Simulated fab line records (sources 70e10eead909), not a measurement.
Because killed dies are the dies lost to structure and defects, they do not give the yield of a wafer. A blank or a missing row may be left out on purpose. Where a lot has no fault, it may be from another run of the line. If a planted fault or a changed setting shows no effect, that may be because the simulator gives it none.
Code-filled problem report in 8D (eight disciplines) form + flow nand_harc + the parts of the form that need people (team, actions taken, sign-off) are left out

## 1. WHAT WENT WRONG
NHARC_END_SORT_01, killed_at_periphery: mean 651.0 over 1 wafer from 1 lot; wafers with no fault: 3.1, standard deviation 2.2. That is +99 or more standard deviations from the usual mean.
First seen on wafer L110.3, day 21 23:31, on prober-01. The record holds 2 wafers of 1 lot with a number at this step. Rule for "out", or "out of limits": more than 4 standard deviations from the usual mean. All remaining wafers that have a number are taken as sound.

## 2. WHAT IT IS; WHAT IT IS NOT
| question                    | is                                                                                                                      | is not                                                                                      |
|-----------------------------|-------------------------------------------------------------------------------------------------------------------------|---------------------------------------------------------------------------------------------|
| which readings at this step | killed_at_periphery, defect_limited_yield, killed_dies, sort_bin_2_pct, sort_n_pass, sort_rim_yield_pct, sort_yield_pct | killed_at_array, killed_at_other, killed_open, killed_short, sort_bin_3_pct, sort_bin_4_pct |
| which lots                  | L110                                                                                                                    | -                                                                                           |
| which wafers of those lots  | L110.3                                                                                                                  | L110.2                                                                                      |
| read on which gauges        | prober-01                                                                                                               | -                                                                                           |
| when                        | from day 21 23:31                                                                                                       | up to then (1 sound wafer)                                                                  |

## 3. WHAT RULES OUT EACH SUSPECT
Counting: if a tool at a process step up to the reading ran every lot that is out, it stays a suspect. Sound lots after the first of them don't rule it out here, since some wafers of a struck lot are sound.
- the gauge at NHARC_END_SORT_01: kept. All the wafers that are out were read on prober-01, and no step on other tools shows them out.
- pecvd-02 at NHARC_P_M0_DEP_00 (deposits SiOC, target thk 150 nm): kept. It ran the lot that is out, L110 (day 8 06:10).
- pecvd-04 at NHARC_A_M1_DEP_33 (deposits SiCN, target thk 30 nm): kept. It ran the lot that is out, L110 (day 20 16:42).
- cmp-04 at NHARC_A_BONDPAD_CMP_19 (polishes, t overpolish 30 s, cu recess touch 16 s, target thk 169.8 nm): kept. It ran the lot that is out, L110 (day 20 20:46).
Left after counting: pecvd-02 at NHARC_P_M0_DEP_00, pecvd-04 at NHARC_A_M1_DEP_33, cmp-04 at NHARC_A_BONDPAD_CMP_19, prober-01 at NHARC_END_SORT_01.

## 4. THE CAUSE (what the simulator had put in)
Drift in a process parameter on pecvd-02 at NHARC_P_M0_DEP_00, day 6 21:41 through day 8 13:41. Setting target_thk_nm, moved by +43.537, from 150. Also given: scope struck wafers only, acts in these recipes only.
After counting, 4 suspects remain, this tool included.

## 5. SEQUENCE OF EFFECTS, ordered by route
One row per reading whose mean, taken over the struck wafers that have a number, lies over 3 standard deviations from the usual. Only readings whose record carries a usual standard deviation are examined. hours: median over the lots of the time between each lot's start at the first step of this table that gives one and its start at this step. sigmas: the change, counted in usual standard deviations.
| hours | step              | reading              | usual  | on struck wafers | change | sigmas      |
|-------|-------------------|----------------------|--------|------------------|--------|-------------|
| 0     | NHARC_END_SORT_01 | defect_limited_yield | 95.4 % | 0.0              | -95.4  | -53         |
| 0     | NHARC_END_SORT_01 | killed_at_periphery  | 3.1    | 651.0            | +647.9 | +99 or more |
| 0     | NHARC_END_SORT_01 | killed_dies          | 31     | 677              | +646   | +54         |
| 0     | NHARC_END_SORT_01 | sort_bin_2_pct       | 1.5 %  | 96.5             | +95.0  | +99 or more |
| 0     | NHARC_END_SORT_01 | sort_n_pass          | 646    | 0                | -646   | -54         |
| 0     | NHARC_END_SORT_01 | sort_rim_yield_pct   | 93 %   | 0                | -93    | -24         |
| 0     | NHARC_END_SORT_01 | sort_yield_pct       | 95.4 % | 0.0              | -95.4  | -53         |

## 6. WHAT WOULD HAVE CAUGHT IT SOONER
Counted from the fault's start at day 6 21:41, it took 362 hours until the first out-of-limits reading at a measuring or inspecting step in this record, taken at day 21 23:31.
All the lots that are out (1) had begun NHARC_P_M0_DEP_00 on pecvd-02 by day 21 23:31. A hold on the tool at that time would have spared none of them.
